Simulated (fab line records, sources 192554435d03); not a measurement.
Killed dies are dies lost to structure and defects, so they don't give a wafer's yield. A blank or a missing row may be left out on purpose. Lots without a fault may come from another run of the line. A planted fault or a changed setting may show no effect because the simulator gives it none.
fab line records | flow n5_finfet
record lots=24 wafers=72 last_day=19
route steps=1938 shown BEOL_M6@1209 BEOL_M7@1277
lots that met no fault: from a run of the same line without faults
start_h: hours from the record's first day to the start of the lot's first wafer shown | wait_h: hours since the lot's step before | " the same as in the row above | L1.1+2: a row that stands for several wafers | - no value, or no start given | * or withheld: withheld | < > ~ a bound
route shown NAME@n: a module of which the file shows steps, and the number in the route of the first | usual: mean/standard deviation of fault-free wafers | same: alike in all rows | chamber/n: place in a boat | sites: the reading at each site | _std_site: their standard deviation | _edge_site: outer sites' mean less inner sites' | radius_mm: how far each site lies from the wafer's centre | mask NAME#n: copy n | behind: the tool/chamber that last shaped the wafer | hold: why the lot was held/for how many hours/how that ended | device: the transistor (n, p or np) that didn't switch | end of line: the same wafers' tests at the end of the route | a step without rows: its recipe alone | killed: dies lost to structure and defects at the first sort, not the wafer's yield | map: a wafer's dies, x killed, . not, _ none there
set.NAME: the setting as run; set.NAME@STEP: as run at that earlier step | model.NAME: the simulator's own value behind a step, which no gauge read
steps of the route over a sample of lots; a table a step, a row a wafer
services: from which hour (start_h, from the record's first day; less than 0 if before it) a tool's chamber was out of use, for how many hours, and why
## steps
# step N5_BEOL_M6_INSPECT_13
# recipe mode=adi inspect_instrument=brightfield
# usual raw_defect_count=431/92
# columns lot.wafer tool chamber start_h wait_h raw_defect_count
L074.2 defect_inspect-01 - 204.50 0.0 547
L074.4 " - " " 385
L074.5 " - " " 589
L075.1 defect_inspect-01 - 208.30 0.0 497
L075.3 " - " " 683
L075.5 " - " " 333
L076.1 defect_inspect-02 - 208.56 0.0 688
L076.2 " - " " 395
L076.6 " - " " 372
L078.1 defect_inspect-01 - 208.92 0.0 309
L078.2 " - " " 321
L078.6 " - " " 303
L077.2 defect_inspect-01 - 218.78 0.0 588
L077.3 " - " " 462
L077.4 " - " " 443
L081.2 defect_inspect-01 - 224.11 0.0 517
L081.3 " - " " 465
L081.5 " - " " 530
L080.1 defect_inspect-02 - 227.19 0.0 291
L080.2 " - " " 431
L080.6 " - " " 320
L079.3 defect_inspect-01 - 232.06 0.0 322
L079.4 " - " " 367
L079.6 " - " " 420
L083.1 defect_inspect-01 - 235.07 0.0 343
L083.2 " - " " 441
L083.3 " - " " 392
L082.2 defect_inspect-02 - 235.28 0.0 286
L082.5 " - " " 407
L082.6 " - " " 495
L084.1 defect_inspect-01 - 253.33 0.0 350
L084.3 " - " " 351
L084.6 " - " " 253
L085.1 defect_inspect-02 - 257.09 0.0 457
L085.2 " - " " 428
L085.6 " - " " 587
L086.4 defect_inspect-01 - 265.08 0.0 386
L086.5 " - " " 386
L086.6 " - " " 418
L088.2 defect_inspect-02 - 268.75 0.0 478
L088.3 " - " " 431
L088.6 " - " " 410
L092.1 defect_inspect-01 - 282.83 0.0 441
L092.4 " - " " 479
L092.5 " - " " 397
L089.3 defect_inspect-01 - 283.00 0.0 591
L089.4 " - " " 459
L089.6 " - " " 469
L087.1 defect_inspect-02 - 283.16 0.0 459
L087.3 " - " " 423
L087.5 " - " " 292
L090.1 defect_inspect-02 - 290.40 0.0 349
L090.4 " - " " 300
L090.6 " - " " 382
L091.1 defect_inspect-01 - 291.81 0.0 341
L091.3 " - " " 375
L091.4 " - " " 329
L093.1 defect_inspect-01 - 297.33 0.0 414
L093.4 " - " " 351
L093.5 " - " " 468
L094.2 defect_inspect-01 - 297.59 0.0 475
L094.5 " - " " 368
L094.6 " - " " 575
L095.1 defect_inspect-02 - 327.95 0.0 361
L095.3 " - " " 342
L095.4 " - " " 298
L097.1 defect_inspect-01 - 336.82 0.0 417
L097.2 " - " " 551
L097.5 " - " " 532
L096.4 defect_inspect-01 - 356.26 0.0 436
L096.5 " - " " 533
L096.6 " - " " 529
# step N5_BEOL_M6_ETCH_61
# recipe chemistry=CF4 target=SiARC target_depth_a=455 mask_material=CAR-ArF time_s=75.8 ion_energy_ev=80 pressure_mtorr=40 source_w=545 bias_w=36 Ar_flow_sccm=100 cf4_flow_sccm=100 ends=cleared
# usual drypump_motor_current_A=5.8/0.44 etch_rf_on_time_s=76.8/3 oes_product_au=0.66/0.066 rf_vpp_V=184.1/0.97 showerhead_plenum_p_Torr=2.15/0.059 throttle_valve_pct=15.70/0.17
# columns lot.wafer tool chamber start_h wait_h drypump_motor_current_A etch_rf_on_time_s oes_product_au rf_hours_counter_h rf_vpp_V showerhead_plenum_p_Torr throttle_valve_pct
L074.2 rie_diel-06 3 204.57 0.0 5.3 79.5 0.70 45 185.0 2.19 15.59
L074.4 " 0 " " 5.7 72.6 0.68 129 185.4 2.25 15.72
L074.5 " 3 " " 5.2 79.8 0.69 - 184.9 2.19 15.60
L075.1 rie_diel-03 0 208.43 0.0 6.1 72.4 0.62 183 183.2 2.14 15.97
L075.3 " 2 " " 5.4 76.7 0.61 191 183.1 2.12 15.46
L075.5 " 0 " " 6.1 72.8 0.62 - 183.3 2.14 15.94
L076.1 rie_diel-06 1 208.63 0.0 6.5 78.3 0.58 247 185.0 2.19 15.94
L076.2 " 2 " " 5.4 78.3 0.62 202 183.6 2.12 15.57
L076.6 " 3 " " 5.3 79.4 0.70 - 182.9 2.19 15.59
L078.1 rie_diel-01 2 208.99 0.0 6.2 74.9 0.76 41 182.9 2.18 15.65
L078.2 " 0 " " 6.4 81.4 0.64 152 185.2 2.23 15.76
L078.6 " 3 " " 6.1 72.4 0.62 - 184.0 2.11 15.98
L077.2 rie_diel-06 2 218.85 0.0 5.4 77.7 0.62 205 184.7 2.12 15.59
L077.3 " 0 " " 5.7 72.4 0.67 133 186.9 2.25 15.72
L077.4 " 3 " " 5.3 80.5 0.69 49 183.4 2.19 15.59
L081.2 rie_diel-06 0 224.18 0.0 5.7 73.0 0.66 135 185.5 2.25 15.73
L081.3 " 2 " " 5.4 79.2 0.61 207 184.5 2.12 15.59
L081.5 " 0 " " 5.8 72.9 0.68 - 185.8 2.25 15.73
L080.1 rie_diel-01 2 227.26 0.0 6.2 75.6 0.75 46 184.1 2.18 15.65
L080.2 " 0 " " 6.5 80.8 0.64 158 185.0 2.23 15.76
L080.6 " 2 " " 6.2 75.4 0.75 - 184.4 2.18 15.65
L079.3 rie_diel-06 3 232.13 0.0 5.3 80.4 0.68 55 184.8 2.18 15.60
L079.4 " 3 " " 5.3 80.1 0.68 - 184.1 2.18 15.61
L079.6 " 2 " " 5.4 78.6 0.61 - 184.1 2.12 15.60
L083.1 rie_diel-06 0 235.14 0.0 5.7 73.1 0.67 140 183.8 2.25 15.74
L083.2 " 3 " " 5.3 81.3 0.68 57 184.7 2.18 15.59
L083.3 " 2 " " 5.4 79.0 0.60 213 183.6 2.11 15.62
L082.2 rie_diel-01 1 235.67 0.0 6.0 78.8 0.59 189 183.4 2.04 15.66
L082.5 " 2 " " 6.3 75.7 0.74 - 185.0 2.18 15.68
L082.6 " 1 " " 6.0 77.9 0.59 - 184.4 2.04 15.66
L084.1 rie_diel-06 2 253.39 0.0 5.4 78.9 0.60 220 184.0 2.11 15.63
L084.3 " 1 " " 6.5 73.9 0.82 4 186.5 2.19 15.44
L084.6 " 2 " " 5.4 79.2 0.60 - 183.9 2.11 15.63
L085.1 rie_diel-01 1 257.16 0.0 5.9 77.9 0.58 197 182.9 2.04 15.69
L085.2 " 2 " " 6.2 75.5 0.73 57 184.0 2.17 15.68
L085.6 " 1 " " 5.9 78.3 0.59 - 183.0 2.04 15.68
L086.4 rie_diel-03 3 265.38 0.0 6.3 76.0 0.69 107 184.7 2.08 15.31
L086.5 " 0 " " 6.1 73.6 0.60 - 182.7 2.13 15.99
L086.6 " 1 " " 5.4 75.5 0.68 - 185.2 2.17 15.88
L088.2 rie_diel-06 3 268.82 0.0 5.3 79.7 0.66 70 184.5 2.18 15.64
L088.3 " 2 " " 5.4 78.4 0.60 226 183.3 2.11 15.63
L088.6 " 3 " " 5.3 80.1 0.66 - 184.5 2.18 15.65
L092.1 rie_diel-06 1 282.90 0.0 6.5 75.1 0.79 13 183.1 2.18 15.49
L092.4 " 2 " " 5.4 78.7 0.60 230 183.1 2.11 15.65
L092.5 " 1 " " 6.5 74.6 0.79 - 185.4 2.18 15.46
L089.3 rie_diel-01 3 283.28 0.0 6.1 70.1 0.86 2 183.6 2.10 15.49
L089.4 " 1 " " 6.0 78.3 0.58 209 182.8 2.04 15.71
L089.6 " 0 " " 6.5 81.4 0.61 - 185.4 2.22 15.81
L087.1 rie_diel-06 1 283.28 0.0 6.5 74.6 0.79 14 184.6 2.18 15.49
L087.3 " 2 " " 5.4 79.5 0.60 230 182.4 2.11 15.65
L087.5 " 2 " " 5.4 78.9 0.60 - 182.0 2.11 15.65
L090.1 rie_diel-01 3 290.47 0.0 6.1 71.1 0.84 5 183.4 2.10 15.50
L090.4 " 1 " " 5.9 79.2 0.58 212 181.9 2.03 15.71
L090.6 " 1 " " 6.0 79.0 0.57 - 183.2 2.03 15.71
L091.1 rie_diel-03 3 291.88 0.0 6.3 76.4 0.68 116 183.5 2.08 15.35
L091.3 " 1 " " 5.5 76.4 0.67 111 184.1 2.16 15.88
L091.4 " 2 " " 5.4 79.7 0.58 219 182.8 2.11 15.52
L093.1 rie_diel-06 2 297.40 0.0 5.4 78.1 0.59 235 183.6 2.11 15.67
L093.4 " 3 " " 5.3 79.9 0.66 79 183.6 2.18 15.64
L093.5 " 1 " " 6.5 74.1 0.78 - 184.8 2.18 15.47
L094.2 rie_diel-01 0 297.66 0.0 6.5 81.2 0.62 185 183.7 2.22 15.80
L094.5 " 0 " " 6.5 81.7 0.61 - 183.8 2.22 15.80
L094.6 " 3 " " 6.1 71.2 0.84 - 183.2 2.10 15.50
L095.1 rie_diel-03 3 328.01 0.0 6.3 76.1 0.67 127 184.1 2.07 15.36
L095.3 " 2 " " 5.4 79.0 0.57 228 183.8 2.11 15.54
L095.4 " 0 " " 6.1 74.2 0.59 224 184.3 2.12 16.04
L097.1 rie_diel-03 3 336.89 0.0 6.3 76.8 0.66 131 183.4 2.07 15.35
L097.2 " 1 " " 5.5 76.1 0.66 126 183.5 2.16 15.91
L097.5 " 0 " " 6.1 73.6 0.59 - 183.2 2.12 16.03
L096.4 rie_diel-03 3 356.38 0.0 6.3 76.4 0.66 137 182.5 2.07 15.36
L096.5 " 1 " " 5.4 75.9 0.66 - 184.9 2.16 15.92
L096.6 " 0 " " 6.1 74.2 0.58 - 182.9 2.12 16.06
# step N5_BEOL_M6_CD_MEAS_18
# recipe pitch_nm=80 target_cd_nm=40
# usual cd_nm=39.5/0.75
# columns lot.wafer tool chamber start_h wait_h cd_nm
L074.2 cd_sem-02 - 204.99 0.1 39.8
L074.4 " - " " 41.0
L074.5 " - " " 39.8
L075.1 cd_sem-02 - 208.85 0.0 40.4
L075.3 " - " " 39.1
L075.5 " - " " 39.7
L076.1 cd_sem-02 - 209.14 0.0 39.9
L076.2 " - " " 40.0
L076.6 " - " " 40.5
L078.1 cd_sem-03 - 209.42 0.0 39.1
L078.2 " - " " 38.1
L078.6 " - " " 39.0
L077.2 cd_sem-03 - 219.32 0.1 38.3
L077.3 " - " " 40.1
L077.4 " - " " 39.6
L081.2 cd_sem-03 - 224.61 0.1 39.8
L081.3 " - " " 39.3
L081.5 " - " " 39.6
L080.1 cd_sem-01 - 227.83 0.0 39.5
L080.2 " - " " 37.8
L080.6 " - " " 38.8
L079.3 cd_sem-02 - 232.65 0.1 39.0
L079.4 " - " " 39.8
L079.6 " - " " 40.1
L083.1 cd_sem-01 - 235.67 0.1 40.0
L083.2 " - " " 40.3
L083.3 " - " " 40.4
L082.2 cd_sem-02 - 236.10 0.1 39.7
L082.5 " - " " 39.5
L082.6 " - " " 38.2
L084.1 cd_sem-03 - 253.91 0.0 37.7
L084.3 " - " " 38.5
L084.6 " - " " 38.3
L085.1 cd_sem-01 - 257.67 0.0 39.8
L085.2 " - " " 39.8
L085.6 " - " " 39.3
L086.4 cd_sem-01 - 265.84 0.0 39.5
L086.5 " - " " 40.0
L086.6 " - " " 40.0
L088.2 cd_sem-02 - 269.34 0.1 39.8
L088.3 " - " " 38.0
L088.6 " - " " 40.4
L092.1 cd_sem-01 - 283.42 0.0 38.5
L092.4 " - " " 39.1
L092.5 " - " " 40.2
L089.3 cd_sem-01 - 283.71 0.1 39.3
L089.4 " - " " 39.6
L089.6 " - " " 39.6
L087.1 cd_sem-02 - 283.75 0.0 39.4
L087.3 " - " " 39.0
L087.5 " - " " 38.8
L090.1 cd_sem-02 - 290.89 0.0 41.2
L090.4 " - " " 40.0
L090.6 " - " " 39.9
L091.1 cd_sem-03 - 292.30 0.0 37.6
L091.3 " - " " 38.8
L091.4 " - " " 39.9
L093.1 cd_sem-01 - 297.82 0.0 39.9
L093.4 " - " " 40.9
L093.5 " - " " 40.5
L094.2 cd_sem-01 - 298.09 0.1 39.5
L094.5 " - " " 39.3
L094.6 " - " " 39.8
L095.1 cd_sem-03 - 328.44 0.0 39.9
L095.3 " - " " 39.6
L095.4 " - " " 40.2
L097.1 cd_sem-01 - 337.31 0.0 38.7
L097.2 " - " " 39.9
L097.5 " - " " 40.2
L096.4 cd_sem-03 - 356.80 0.0 39.7
L096.5 " - " " 39.1
L096.6 " - " " 39.6
# step N5_BEOL_M6_ANNEAL_51
# recipe temp_c=225 time_s=90 ambient=N2
# usual wafer_temp_C_max=226.0/0.36
# columns lot.wafer tool chamber start_h wait_h wafer_temp_C_max
L074.2 rtp_anneal-01 0 209.00 0.3 225.8
L074.4 " 0 " " 225.7
L074.5 " 0 " " 225.5
L075.1 rtp_anneal-02 0 212.65 0.4 226.2
L075.3 " 0 " " 226.1
L075.5 " 0 " " 226.1
L076.1 rtp_anneal-02 0 214.45 0.1 225.9
L076.2 " 0 " " 225.8
L076.6 " 0 " " 225.8
L078.1 rtp_anneal-02 0 214.72 0.2 226.7
L078.2 " 0 " " 226.3
L078.6 " 0 " " 226.4
L077.2 rtp_anneal-01 0 223.80 0.6 225.8
L077.3 " 0 " " 226.1
L077.4 " 0 " " 225.9
L081.2 rtp_anneal-01 0 228.16 0.2 225.9
L081.3 " 0 " " 225.7
L081.5 " 0 " " 225.7
L080.1 rtp_anneal-01 0 234.83 0.1 225.6
L080.2 " 0 " " 225.7
L080.6 " 0 " " 225.8
L079.3 rtp_anneal-01 0 235.98 0.3 225.8
L079.4 " 0 " " 225.6
L079.6 " 0 " " 225.9
L083.1 rtp_anneal-01 0 239.66 0.1 225.9
L083.2 " 0 " " 225.7
L083.3 " 0 " " 225.8
L082.2 rtp_anneal-01 0 239.98 0.3 226.1
L082.5 " 0 " " 225.7
L082.6 " 0 " " 225.8
L084.1 rtp_anneal-02 0 258.31 0.1 226.4
L084.3 " 0 " " 227.1
L084.6 " 0 " " 226.2
L085.1 rtp_anneal-02 0 260.81 0.2 227.3
L085.2 " 0 " " 226.1
L085.6 " 0 " " 226.2
L086.4 rtp_anneal-01 0 269.52 0.4 225.9
L086.5 " 0 " " 225.5
L086.6 " 0 " " 225.5
L088.2 rtp_anneal-02 0 273.53 0.4 226.1
L088.3 " 0 " " 226.3
L088.6 " 0 " " 226.4
L092.1 rtp_anneal-01 0 287.06 0.1 225.6
L092.4 " 0 " " 225.8
L092.5 " 0 " " 225.9
L087.1 rtp_anneal-01 0 287.50 0.1 225.9
L087.3 " 0 " " 225.8
L087.5 " 0 " " 225.8
L089.3 rtp_anneal-02 0 287.51 0.1 226.2
L089.4 " 0 " " 226.3
L089.6 " 0 " " 226.6
L090.1 rtp_anneal-02 0 296.63 0.2 226.7
L090.4 " 0 " " 226.6
L090.6 " 0 " " 227.4
L091.1 rtp_anneal-01 0 296.93 0.3 225.6
L091.3 " 0 " " 226.1
L091.4 " 0 " " 226.0
L093.1 rtp_anneal-01 0 302.73 0.1 225.9
L093.4 " 0 " " 225.9
L093.5 " 0 " " 226.0
L094.2 rtp_anneal-02 0 302.85 0.1 225.9
L094.5 " 0 " " 226.4
L094.6 " 0 " " 226.5
L095.1 rtp_anneal-01 0 333.85 0.4 225.9
L095.3 " 0 " " 225.9
L095.4 " 0 " " 225.6
L097.1 rtp_anneal-01 0 340.50 0.5 225.8
L097.2 " 0 " " 225.7
L097.5 " 0 " " 225.9
L096.4 rtp_anneal-01 0 360.57 0.2 226.2
L096.5 " 0 " " 225.6
L096.6 " 0 " " 226.0
# step N5_BEOL_M6_CMP_52
# recipe stop_on=SiCOH_lowk t_overpolish_s=6.9 down_force_psi=1 platen_rpm=50 clearing_platen_down_force_psi=1.5 clearing_platen_rpm=50 post_cmp_clean=cu_alkaline target_thk_nm=80 clearing_platen_pad_velocity_m_s=0.99484 pad_velocity_m_s=0.99484
# usual barrier_field_endpoint_s=29.2/0.89 motor_current_A=6.2/0.55 overpolish_run_s=6.899/0.0094 retaining_ring_pressure_frac=1.000/0.0044 time_to_endpoint_s=63/4
# columns lot.wafer tool chamber start_h wait_h barrier_field_endpoint_s motor_current_A overpolish_run_s retaining_ring_pressure_frac time_to_endpoint_s
L074.2 cmp-03 1 209.33 0.3 29.0 7.4 6.876 1.000 61
L074.4 " 2 " " 29.5 6.4 6.899 1.002 60
L074.5 " 3 " " 27.4 5.7 6.889 0.999 56
L075.3 cmp-01 2 212.96 0.2 29.5 6.3 6.895 0.996 63
L075.1 " 0 " " 29.5 5.8 6.894 0.998 69
L075.5 " 3 " " 29.1 6.1 6.902 1.003 61
L076.1 cmp-01 2 214.75 0.3 28.9 6.5 6.912 1.001 69
L076.2 " 0 " " 29.8 5.8 6.897 0.992 70
L076.6 " 2 " " 29.2 6.0 6.904 1.008 65
L078.1 cmp-01 3 215.02 0.3 29.5 6.6 6.904 1.001 61
L078.2 " 2 " " 28.9 6.5 6.896 1.005 61
L078.6 " 3 " " 29.7 6.2 6.906 0.995 64
L077.3 cmp-02 2 224.06 0.2 30.2 6.8 6.895 1.000 69
L077.2 " 3 " " 29.8 5.3 6.893 1.001 74
L077.4 " 1 " " 29.7 6.7 6.897 0.997 68
L081.2 cmp-03 2 228.49 0.3 29.1 6.4 6.893 1.002 63
L081.3 " 3 " " 27.8 5.6 6.889 1.006 59
L081.5 " 1 " " 28.7 7.5 6.894 0.997 59
L080.1 cmp-02 1 235.21 0.3 30.1 6.9 6.894 1.008 66
L080.2 " 2 " " 29.6 6.7 6.910 0.990 64
L080.6 " 3 " " 30.3 5.5 6.878 1.006 69
L079.4 cmp-03 3 236.26 0.2 28.4 5.5 6.897 1.002 60
L079.3 " 0 " " 29.6 5.2 6.892 1.004 61
L079.6 " 2 " " 29.9 6.3 6.904 1.005 65
L083.3 cmp-01 2 239.96 0.2 28.9 6.2 6.916 1.001 61
L083.1 " 3 " " 28.6 6.0 6.891 0.996 62
L083.2 " 0 " " 29.9 5.7 6.898 0.994 63
L082.2 cmp-02 0 240.34 0.3 28.5 6.0 6.902 0.995 57
L082.6 " 1 " " 30.3 7.2 6.889 0.994 66
L082.5 " 2 " " 29.3 6.4 6.886 1.006 69
L084.1 cmp-01 0 258.62 0.3 28.3 5.8 6.901 1.003 67
L084.3 " 3 " " 29.0 6.4 6.916 1.004 66
L084.6 " 1 " " 28.6 6.5 6.892 1.001 68
L085.2 cmp-03 2 261.12 0.2 28.8 6.3 6.901 0.996 65
L085.1 " 0 " " 29.1 5.7 6.892 0.996 60
L085.6 " 3 " " 28.2 5.6 6.883 0.999 58
L086.4 cmp-01 3 269.76 0.2 28.7 6.1 6.901 0.994 61
L086.6 " 1 " " 29.7 6.4 6.909 1.001 62
L086.5 " 2 " " 28.8 6.1 6.890 0.994 62
L088.3 cmp-02 1 273.82 0.2 29.2 6.6 6.894 1.000 64
L088.2 " 3 " " 29.2 5.3 6.909 0.998 66
L088.6 " 1 " " 28.1 6.9 6.902 1.002 63
L092.1 cmp-01 3 287.40 0.3 28.6 6.2 6.902 0.997 62
L092.4 " 0 " " 28.8 5.5 6.925 1.003 62
L092.5 " 2 " " 29.1 5.9 6.883 1.000 61
L089.3 cmp-02 2 287.76 0.2 30.2 6.7 6.916 0.996 66
L089.4 " 0 " " 27.1 6.1 6.898 1.006 56
L089.6 " 3 " " 30.1 5.3 6.915 1.001 68
L087.3 cmp-01 0 287.94 0.3 29.3 5.4 6.901 0.996 66
L087.1 " 1 " " 30.5 6.4 6.908 0.996 70
L087.5 " 1 " " 28.9 6.2 6.909 0.993 66
L090.1 cmp-02 1 297.11 0.4 29.3 6.8 6.895 0.996 65
L090.4 " 2 " " 28.7 6.8 6.910 1.001 64
L090.6 " 2 " " 28.9 6.8 6.906 1.001 66
L091.3 cmp-02 0 297.60 0.5 27.0 6.1 6.898 1.000 56
L091.1 " 1 " " 29.9 6.7 6.879 0.999 64
L091.4 " 2 " " 30.2 6.6 6.913 1.003 67
L093.1 cmp-01 0 303.03 0.3 29.7 6.2 6.902 1.013 63
L093.4 " 3 " " 28.6 6.5 6.906 1.007 59
L093.5 " 1 " " 29.3 5.9 6.912 1.008 65
L094.2 cmp-02 1 303.31 0.4 30.8 7.1 6.906 1.000 67
L094.6 " 2 " " 30.0 6.7 6.917 1.004 68
L094.5 " 3 " " 32.6 5.4 6.900 1.008 73
L095.1 cmp-03 1 334.18 0.3 28.0 6.9 6.894 1.004 60
L095.3 " 2 " " 28.6 6.8 6.893 1.002 61
L095.4 " 3 " " 28.1 5.8 6.899 0.995 56
L097.1 cmp-01 1 340.84 0.3 29.1 6.3 6.872 1.006 64
L097.2 " 2 " " 28.1 6.4 6.901 0.996 62
L097.5 " 1 " " 29.7 6.5 6.896 0.995 63
L096.4 cmp-03 3 360.82 0.2 29.6 5.7 6.891 0.996 62
L096.5 " 1 " " 28.9 7.4 6.907 1.001 60
L096.6 " 2 " " 29.6 6.4 6.895 1.005 62
# step N5_BEOL_M7_OVL_MEAS_12
# recipe points_per_wafer=44
# usual M7_OVL=0.1/0.78
# columns lot.wafer tool chamber start_h wait_h M7_OVL[nm]
L074.2 overlay-02 0 211.92 0.0 -0.5
L074.4 " 0 " " -0.9
L074.5 " 0 " " -0.7
L075.1 overlay-01 0 215.11 0.0 0.3
L075.3 " 0 " " 0.6
L075.5 " 0 " " 0.2
L076.1 overlay-02 0 218.32 0.0 -0.2
L076.2 " 0 " " -0.5
L076.6 " 0 " " -1.1
L078.1 overlay-02 0 218.54 0.0 0.6
L078.2 " 0 " " 0.8
L078.6 " 0 " " 1.0
L077.2 overlay-02 0 226.63 0.0 0.3
L077.3 " 0 " " -0.1
L077.4 " 0 " " 0.9
L081.2 overlay-02 0 232.23 0.0 0.6
L081.3 " 0 " " -0.7
L081.5 " 0 " " 0.0
L080.1 overlay-02 0 238.13 0.0 -0.4
L080.2 " 0 " " 0.8
L080.6 " 0 " " 0.7
L079.3 overlay-02 0 238.63 0.0 0.1
L079.4 " 0 " " -0.3
L079.6 " 0 " " 0.6
L083.1 overlay-01 0 242.28 0.0 1.8
L083.2 " 0 " " 0.7
L083.3 " 0 " " 0.9
L082.2 overlay-01 0 242.44 0.0 0.4
L082.5 " 0 " " 0.7
L082.6 " 0 " " 0.1
L084.1 overlay-01 0 260.75 0.0 -1.0
L084.3 " 0 " " -1.1
L084.6 " 0 " " -2.0
L085.1 overlay-02 0 263.79 0.0 -1.0
L085.2 " 0 " " -1.2
L085.6 " 0 " " -1.1
L086.4 overlay-02 0 272.22 0.0 -0.4
L086.5 " 0 " " 0.3
L086.6 " 0 " " -0.4
L088.2 overlay-02 0 275.74 0.0 0.4
L088.3 " 0 " " 1.0
L088.6 " 0 " " -0.3
L092.1 overlay-02 0 290.08 0.0 1.9
L092.4 " 0 " " 0.7
L092.5 " 0 " " 0.6
L089.3 overlay-01 0 290.25 0.0 -0.2
L089.4 " 0 " " -0.4
L089.6 " 0 " " -0.7
L087.1 overlay-01 0 290.42 0.0 0.7
L087.3 " 0 " " 0.8
L087.5 " 0 " " 0.5
L090.1 overlay-01 0 300.28 0.0 0.4
L090.4 " 0 " " 0.9
L090.6 " 0 " " 1.4
L091.1 overlay-01 0 300.57 0.0 -1.0
L091.3 " 0 " " -0.1
L091.4 " 0 " " 0.7
L093.1 overlay-01 0 306.02 0.0 0.3
L093.4 " 0 " " -0.3
L093.5 " 0 " " -0.7
L094.2 overlay-01 0 306.25 0.0 -0.4
L094.5 " 0 " " 0.5
L094.6 " 0 " " 0.6
L095.1 overlay-02 0 337.03 0.0 0.0
L095.3 " 0 " " 0.3
L095.4 " 0 " " 0.1
L097.1 overlay-02 0 343.88 0.0 1.6
L097.2 " 0 " " -0.4
L097.5 " 0 " " 0.7
L096.4 overlay-01 0 364.46 0.0 -0.3
L096.5 " 0 " " -0.4
L096.6 " 0 " " -0.9
## services
# columns tool chamber start_h hours kind
cmp-01 - 198.41 2.6 repair
rie_diel-06 1 220.53 - clean
rie_diel-06 1 220.53 - consumable_replace:focus_ring
rie_diel-06 1 220.53 20.2 scheduled_down
rie_diel-06 1 220.53 20.2 vent_cycle
rtp_anneal-02 - 220.97 2.9 pm
rie_diel-03 - 222.26 2.8 pm
cmp-01 - 231.61 2.1 repair
cmp-03 - 237.91 4.0 pm
cmp-02 - 258.41 2.0 repair
cmp-03 - 261.62 0.7 repair
cmp-02 - 262.26 0.8 repair
cmp-03 - 272.80 6.5 pm
cmp-03 - 286.88 18.2 pm
rtp_anneal-01 - 290.55 5.1 pm
cmp-01 - 294.23 3.9 repair
cmp-01 - 298.98 4.0 pm
rie_diel-06 3 307.81 6.7 repair
cmp-01 - 313.44 1.2 repair
cmp-02 - 325.52 3.7 pm
rie_diel-01 3 330.01 15.9 repair
rie_diel-06 2 338.04 - clean
rie_diel-01 0 343.02 22.2 repair
rie_diel-06 2 359.48 33.0 repair
## key
fault none
